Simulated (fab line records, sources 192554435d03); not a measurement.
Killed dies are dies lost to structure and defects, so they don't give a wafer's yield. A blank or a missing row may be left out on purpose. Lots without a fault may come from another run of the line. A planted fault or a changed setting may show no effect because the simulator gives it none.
A struck lot beside a sound one | flow n5_finfet | 15 steps out of a route of 1938
Sound: wafers L178.1, L178.2, L178.5. Struck: wafers L182.2, L182.4. (L182.3 of the same lot was not struck and is left out.) The cause comes at the end.
At each step with rows: each side's tool, then ch and its chambers, then its first start. Under that, the readings that differ: sound wafers | struck wafers | difference of the means | sigmas: that difference in standard deviations of wafers without a fault.
alike: readings whose means differ by less than 2 such deviations, and words and numbers that are the same on both sides. not compared: withheld readings, readings that some wafer has no value for, bounds like >300 that may hide the same value, and numbers for which the record gives no deviation and whose values overlap.
The two part at a step that has a row with sigmas, a row that says differs or no value, or rows on one side only. Numbers that don't overlap but have no deviation are shown without sigmas and don't part them. A reading that every wafer of one side lacks parts them only if that side has two wafers or more.

N5_SDB_CD_MEAS_11: target cd 50 nm.
  sound on cd_sem-01 ch 0, day 6 01:39; struck on cd_sem-03 ch 0, day 6 19:46
  alike: cd_nm
N5_SDB_OVL_MEAS_12:
  sound on overlay-02 ch 0, day 6 01:41; struck on overlay-02 ch 0, day 6 19:47
  alike: SDB_OVL
N5_SDB_INSPECT_13: inspects for defects (brightfield).
  sound on defect_inspect-02, day 6 01:42; struck on defect_inspect-01, day 6 19:49
  alike: raw_defect_count
then, 1 step without rows for these wafers: N5_SDB_DESCUM_16 (chemistry O2, time 7.9 s).
N5_SDB_ETCH_17: etches SiARC in CF4, target depth 23.4 nm, time 39 s.
  sound on rie_diel-04 ch 0,1,3, day 6 02:04; struck on rie_diel-04 ch 0,3, day 6 19:57
  alike: drypump_motor_current_A, etch_rf_on_time_s, oes_product_au, rf_vpp_V, showerhead_plenum_p_Torr, throttle_valve_pct
  not compared: rf_hours_counter_h
N5_SDB_ETCH_18: etches SOC in N2/H2, target depth 100 nm, overetch 20 nm, time 150 s.
  sound on rie_diel-04 ch 0,1,3, day 6 02:05; struck on rie_diel-04 ch 0,3, day 6 19:59
  alike: drypump_motor_current_A, oes_product_au, rf_vpp_V, showerhead_plenum_p_Torr, throttle_valve_pct
  not compared: rf_hours_counter_h
then, 2 steps without rows for these wafers: N5_SDB_STRIP_19 (strips in N2/H2); N5_SDB_STRIP_21 (strips in CF4).
N5_SDB_HM_OPEN_20: chemistry CH3F/O2, target SiNx, stops on poly-Si, target depth 24 nm.
  sound on rie_diel-04 ch 0,1,3, day 6 02:15; struck on rie_diel-04 ch 0,3, day 6 20:08
  alike: O2_flow_sccm, drypump_motor_current_A, oes_product_au, rf_vpp_V, showerhead_plenum_p_Torr, throttle_valve_pct
  not compared: rf_hours_counter_h
N5_SDB_STRIP_22: strips in N2/H2.
  sound on plasma_asher-02 ch 0,1, day 6 02:20; struck on plasma_asher-01 ch 0,1, day 6 20:13
  alike: drypump_motor_current_A, heater_power_w, oes_product_au, strip_time_to_endpoint_s
  not compared: rf_hours_counter_h
then, 2 steps without rows for these wafers: N5_SDB_PRECLEAN_23 (cleans in dHF, time 30 s); N5_SDB_DUMMY_REMOVE_24 (chemistry TMAH, target poly-Si, stops on SiO2, target depth 142 nm, time 57 s, rinse time 30 s).
N5_SDB_ETCH_25: etches SiO2 in C4F6/O2, target depth 10 nm, time 3.3 s.
  sound on rie_diel-01 ch 1,2, day 6 02:37; struck on rie_diel-04 ch 3, day 6 20:42
  reading                     | sound             | struck     | difference | sigmas
  drypump_motor_current_A (A) | 5.8 6.5 6.5       | 5.2 5.2    | -1.1       | -2
  rf_vpp_V (V)                | 672 663 664       | 689 689    | +23        | +2
  model.etch.depth_nm (nm)    | 10.16 9.972 9.964 | 15.92 15.9 | +5.88      |
  alike: O2_flow_sccm, oes_product_au, showerhead_plenum_p_Torr, throttle_valve_pct
  not compared: rf_hours_counter_h
N5_SDB_CUT_ETCH_26: etches Si in HBr/Cl2/O2, target depth 129.6 nm, bt time 20 s, time 51.8 s.
  sound on rie_si-04 ch 1,2, day 6 02:42; struck on rie_si-01 ch 1,3, day 6 20:47
  alike: O2_flow_sccm, drypump_motor_current_A, oes_product_au, throttle_valve_pct
  not compared: rf_hours_counter_h
-- the record jumps here: 7 days lie between the struck wafers' starts before and after (it left off in module SDB and takes up again in module BEOL_M4, whose first step shown is number 1111 of the route) --
N5_BEOL_M4_RC_MEAS_101:
  sound on prober-01 ch 0, day 12 08:56; struck on prober-02 ch 0, day 13 19:52
  alike: DIBL_N, DIBL_P, IOFF_N, IOFF_P, ION_N, ION_P, SS_N, SS_P, VT_N, VT_P

WHERE THEY PART
Only at N5_SDB_ETCH_25, within this record. Later steps at which nothing parts them and some readings are alike: N5_SDB_CUT_ETCH_26, N5_BEOL_M4_RC_MEAS_101.

WHY: what the simulator had put in
Process parameter drift: rie_diel-04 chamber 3, from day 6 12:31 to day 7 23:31, at N5_SDB_ETCH_25. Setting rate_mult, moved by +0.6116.
